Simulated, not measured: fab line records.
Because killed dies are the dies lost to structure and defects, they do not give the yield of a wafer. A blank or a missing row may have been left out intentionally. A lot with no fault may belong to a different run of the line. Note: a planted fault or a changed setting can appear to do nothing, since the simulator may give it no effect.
fab line records	flow n5_finfet
record: lots: 7	wafers: 39
route steps=1938 shown BEOL_M9@1401 BEOL_M10@1526 PASSIVATION@1916
start_h: start of the lot's first displayed wafer, in hours after the record's first day	wait_h: hours elapsed since this lot's preceding step	" repeats the value in the row above	L1.1+2: several wafers, shown together as one row	- no value, or no start given	* or withheld: withheld	< > ~ a bound
route shown NAME@n: names a module that has steps shown in the file, with the first one's number in the route	usual: mean and standard deviation over wafers with no fault	same: alike in all rows	chamber/n: place in a boat	sites: readings site by site	_std_site: the standard deviation of these	_edge_site: mean of outer sites minus mean of inner sites	radius_mm: how far each site lies from the wafer's centre	mask NAME#n: copy n	behind: tool/chamber where the wafer was last shaped	hold: reason for holding the lot/hours on hold/outcome of the hold	device: which transistor (n, p or np) failed to switch	end of line: tests run on the same wafers once the route is complete	for a step that has no rows: nothing shown but its recipe	killed: dies lost to structure and defects at the first sort, not the wafer's yield	map: shows each die of a wafer: x if killed, . if not, _ if none is there
set.NAME: setting as actually run; set.NAME@STEP: the setting as run at that earlier step	model.NAME: the simulator's own value behind a step, which no gauge read
lots with deliberately changed settings; one table per step, one row per wafer
== steps ==
step: N5_BEOL_M9_ILD_DEP_00
recipe: material: SiCOH_lowk	target_thk_a: 3085.1	temp_c: 300	precursor: DEMS/porogen	pressure_torr: 5	rf_w: 500	time_s: 58
lot.wafer	tool	chamber	start_h	wait_h	set.target_thk_a	model.SiCOH_lowk_of_BEOL_M9_ILD_DEP_00.thk_nm
L076.1	pecvd-01	1	217.94	0.0	3085.1	305.4
L076.2	"	0	"	"	1424	137.4
L076.3	"	1	"	"	3085.1	308.4
L076.4	"	0	"	"	1424	139.4
L076.5	"	0	"	"	1424	142
L076.6	"	1	"	"	3085.1	306.4
L083.1	pecvd-01	1	262.67	0.0	3085.1	304
L083.2	"	0	"	"	4369	431
L083.3	"	1	"	"	3085.1	307.2
L083.4	"	0	"	"	3085.1	307.8
L083.5	"	1	"	"	4369	437.6
L083.6	"	0	"	"	4369	433.2
L085.1	pecvd-03	1	265.40	0.0	2477	248.2
L085.2	"	0	"	"	2477	237.6
L085.3	"	2	"	"	3085.1	301
L085.4	"	1	"	"	2477	248.4
L085.5	"	0	"	"	3085.1	307.6
L085.6	"	2	"	"	3085.1	309.6
L084.1	pecvd-03	0	266.04	0.0	2199	216
L084.2	"	1	"	"	3085.1	307
L084.3	"	2	"	"	3085.1	303.6
L084.4	"	0	"	"	3085.1	308.6
L084.5	"	1	"	"	2199	223.4
L084.6	"	2	"	"	2199	217.2
L090.1	pecvd-02	2	310.77	0.0	1687	167.8
L090.2	"	1	"	"	3085.1	311.6
L090.3	"	0	"	"	3085.1	307.8
L090.4	"	0	"	"	3085.1	310.6
L090.5	"	2	"	"	1687	168.6
L090.6	"	1	"	"	1687	171
L095.1	pecvd-03	0	327.32	0.0	2095	204.4
L095.2+4	"	1,0	"	"	3085.1	310.8
L095.3	"	2	"	"	2095	208
L095.5	"	1	"	"	2095	213.6
L095.6	"	2	"	"	3085.1	310.4
L093.1	pecvd-03	0	327.64	0.0	3085.1	307.4
L093.2	"	2	"	"	3085.1	309.8
L093.6	"	2	"	"	3085.1	309.4
step: N5_BEOL_M9_CURE_71
recipe: temp_c: 385	time_s: 240	ambient: He/Ar	material: SiCOH_lowk
lot.wafer	tool	chamber	start_h	wait_h	set.target_thk_a@BEOL_M9_ILD_DEP_00	model.SiCOH_lowk_of_BEOL_M9_ILD_DEP_00.thk_nm
L076.1	uv_cure-03	2	218.05	0.1	3085.1	265.4
L076.2	"	2	"	"	1424	118.2
L076.3	"	2	"	"	3085.1	267.8
L076.4	"	2	"	"	1424	119.8
L076.5	"	2	"	"	1424	122.2
L076.6	"	2	"	"	3085.1	266.2
L083.1	uv_cure-02	2	263.51	0.8	3085.1	264
L083.2	"	2	"	"	4369	377
L083.3	"	2	"	"	3085.1	267
L083.4	"	2	"	"	3085.1	267.4
L083.5	"	2	"	"	4369	383
L083.6	"	2	"	"	4369	379
L085.1	uv_cure-01	2	266.15	0.7	2477	214.8
L085.2	"	2	"	"	2477	205.6
L085.3	"	2	"	"	3085.1	261.4
L085.4	"	2	"	"	2477	215.2
L085.5	"	2	"	"	3085.1	267.2
L085.6	"	2	"	"	3085.1	269
L084.1	uv_cure-02	0	266.21	0.1	2199	186.6
L084.2	"	0	"	"	3085.1	266.6
L084.3	"	0	"	"	3085.1	263.8
L084.4	"	0	"	"	3085.1	268.2
L084.5	"	0	"	"	2199	193.2
L084.6	"	0	"	"	2199	187.8
L090.1	uv_cure-02	2	310.84	0.0	1687	144.6
L090.2	"	2	"	"	3085.1	270.6
L090.3	"	2	"	"	3085.1	267.4
L090.4	"	2	"	"	3085.1	269.8
L090.5	"	2	"	"	1687	145.2
L090.6	"	2	"	"	1687	147.4
L095.1	uv_cure-02	0	327.67	0.3	2095	176.4
L095.2+4	"	0	"	"	3085.1	270
L095.3	"	0	"	"	2095	179.6
L095.5	"	0	"	"	2095	184.6
L095.6	"	0	"	"	3085.1	269.6
L093.1	uv_cure-01	0	327.94	0.3	3085.1	267
L093.2	"	0	"	"	3085.1	269.2
L093.6	"	0	"	"	3085.1	268.8
step: N5_BEOL_M9_THK_MEAS_01
recipe: reads: SiCOH_lowk_of_BEOL_M9_ILD_DEP_00
usual: M9_ILD_THK: 267/3.3
lot.wafer	tool	chamber	start_h	wait_h	set.target_thk_a@BEOL_M9_ILD_DEP_00	M9_ILD_THK[nm]
L076.1	film_metro-01	-	218.56	0.4	3085.1	265
L076.2	"	-	"	"	1424	118
L076.3	"	-	"	"	3085.1	268
L076.4	"	-	"	"	1424	120
L076.5	"	-	"	"	1424	122
L076.6	"	-	"	"	3085.1	266
L083.1	film_metro-02	-	264.02	0.4	3085.1	264
L083.2	"	-	"	"	4369	377
L083.3	"	-	"	"	3085.1	267
L083.4	"	-	"	"	3085.1	267
L083.5	"	-	"	"	4369	383
L083.6	"	-	"	"	4369	379
L085.1	film_metro-02	-	266.67	0.4	2477	215
L085.2	"	-	"	"	2477	205
L085.3	"	-	"	"	3085.1	261
L085.4	"	-	"	"	2477	215
L085.5	"	-	"	"	3085.1	267
L085.6	"	-	"	"	3085.1	269
L084.1	film_metro-01	-	266.72	0.4	2199	187
L084.2	"	-	"	"	3085.1	267
L084.3	"	-	"	"	3085.1	264
L084.4	"	-	"	"	3085.1	268
L084.5	"	-	"	"	2199	193
L084.6	"	-	"	"	2199	188
L090.1	film_metro-01	-	311.36	0.4	1687	145
L090.2	"	-	"	"	3085.1	271
L090.3	"	-	"	"	3085.1	267
L090.4	"	-	"	"	3085.1	270
L090.5	"	-	"	"	1687	145
L090.6	"	-	"	"	1687	147
L095.1	film_metro-01	-	328.19	0.4	2095	177
L095.2	"	-	"	"	3085.1	270
L095.3	"	-	"	"	2095	180
L095.4	"	-	"	"	3085.1	270
L095.5	"	-	"	"	2095	185
L095.6	"	-	"	"	3085.1	270
L093.1	film_metro-01	-	328.45	0.4	3085.1	267
L093.2	"	-	"	"	3085.1	269
L093.6	"	-	"	"	3085.1	269
step: N5_BEOL_M10_CVD_75
recipe: material: Co	target_thk_a: 20	temp_c: withheld	precursor: CCTBA/H2	pressure_torr: 30	time_s: 138.9
lot.wafer	tool	chamber	start_h	wait_h	set.target_thk_a	model.Co_of_BEOL_M10_CVD_75.thk_nm
L076.1+2	cvd_co-02	2,1	239.32	0.0	20	2
L076.3+4	"	0,2	"	"	16.38	1.8
L076.5	"	0	"	"	16.38	1.6
L076.6	"	1	"	"	20	2.2
L083.1+4+6	cvd_co-02	2,2,0	281.72	0.0	20	2
L083.2	"	0	"	"	13.25	1.4
L083.3+5	"	1	"	"	13.25	1.2
L084.1+2+5+6	cvd_co-02	2,0,1,0	282.56	0.0	20	1.8
L084.3+4	"	1,2	"	"	20	2
L085.1+3+4+5	cvd_co-02	1,0,0,2	285.64	0.1	20	2
L085.2	"	2	"	"	20	2.2
L085.6	"	1	"	"	20	1.8
L090.1+4+6	cvd_co-02	0,2,0	326.22	0.1	20	2
L090.2+5	"	1	"	"	31.76	3
L090.3	"	2	"	"	31.76	3.2
L095.1+4+5	cvd_co-02	2,2,0	342.17	0.1	20	2
L095.2+6	"	1	"	"	14.54	1.4
L095.3	"	0	"	"	14.54	1.6
L093.1+6	cvd_co-01	0,2	342.85	0.3	20	2
L093.2	"	2	"	"	20	1.8
step: N5_PASSIVATION_PECVD_35
recipe: material: SiNx	target_thk_a: 7000	temp_c: 400	precursor: SiH4/NH3/N2	pressure_torr: 4.9	rf_w: 1406	time_s: 151.3
lot.wafer	tool	chamber	start_h	wait_h	set.time_s	model.SiNx_of_PASSIVATION_PECVD_35.thk_nm
L076.1	pecvd-04	1	284.35	0.1	216.1	976.8
L076.2	"	0	"	"	151.3	685
L076.3	"	2	"	"	151.3	687.6
L076.4	"	1	"	"	216.1	994.6
L076.5	"	0	"	"	151.3	695.2
L076.6	"	2	"	"	216.1	1004
L084.1	pecvd-04	1	327.67	0.1	151.3	692.4
L084.2	"	0	"	"	151.3	687.8
L084.3	"	2	"	"	151.3	695.8
L084.4	"	1	"	"	183.6	854.6
L084.5	"	0	"	"	183.6	843.4
L084.6	"	2	"	"	183.6	860.4
L083.1	pecvd-04	0	328.08	0.1	151.3	694.6
L083.2	"	2	"	"	202.3	925.2
L083.3	"	1	"	"	202.3	921.8
L083.4	"	1	"	"	151.3	695.4
L083.5	"	0	"	"	151.3	688
L083.6	"	2	"	"	202.3	939.8
L085.1	pecvd-04	0	329.19	0.1	151.3	682.8
L085.2	"	1	"	"	151.3	684.4
L085.3	"	2	"	"	151.3	694.6
L085.4	"	0	"	"	69.67	319.8
L085.5	"	1	"	"	69.67	317.6
L085.6	"	2	"	"	69.67	325.8
L090.1	pecvd-01	0	377.31	0.1	151.3	692.8
L090.2	"	2	"	"	151.3	689
L090.3	"	1	"	"	151.3	682.8
L090.4	"	2	"	"	151.3	705.6
L090.5	"	0	"	"	151.3	707
L090.6	"	1	"	"	151.3	696.6
L095.1	pecvd-04	2	386.89	0.1	237.5	1095
L095.2	"	1	"	"	151.3	698
L095.3	"	0	"	"	151.3	694.6
L095.4	"	2	"	"	151.3	708
L095.5	"	1	"	"	237.5	1106
L095.6	"	0	"	"	237.5	1105
L093.1	pecvd-01	0	392.62	0.1	151.3	685.6
L093.2	"	1	"	"	151.3	679.4
L093.6	"	2	"	"	151.3	701.4
== key ==
split: step: N5_BEOL_M9_ILD_DEP_00	setting: target_thk_a	stated: 3085.1	by: wafer
response: step: N5_BEOL_M9_ILD_DEP_00	reading: model.SiCOH_lowk_of_BEOL_M9_ILD_DEP_00.thk_nm	change: +3.1	per: 1%	r: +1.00
response: step: N5_BEOL_M9_CURE_71	reading: model.SiCOH_lowk_of_BEOL_M9_ILD_DEP_00.thk_nm	change: +2.73	per: 1%	r: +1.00
response: step: N5_BEOL_M9_THK_MEAS_01	reading: M9_ILD_THK	change: +2.73	per: 1%	r: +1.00
split: step: N5_BEOL_M10_CVD_75	setting: target_thk_a	stated: 20	by: wafer
response: step: N5_BEOL_M10_CVD_75	reading: model.Co_of_BEOL_M10_CVD_75.thk_nm	change: +0.0191	per: 1%	r: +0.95
split: step: N5_PASSIVATION_PECVD_35	setting: time_s	stated: 151.3	by: wafer
response: step: N5_PASSIVATION_PECVD_35	reading: model.SiNx_of_PASSIVATION_PECVD_35.thk_nm	change: +6.99	per: 1%	r: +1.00
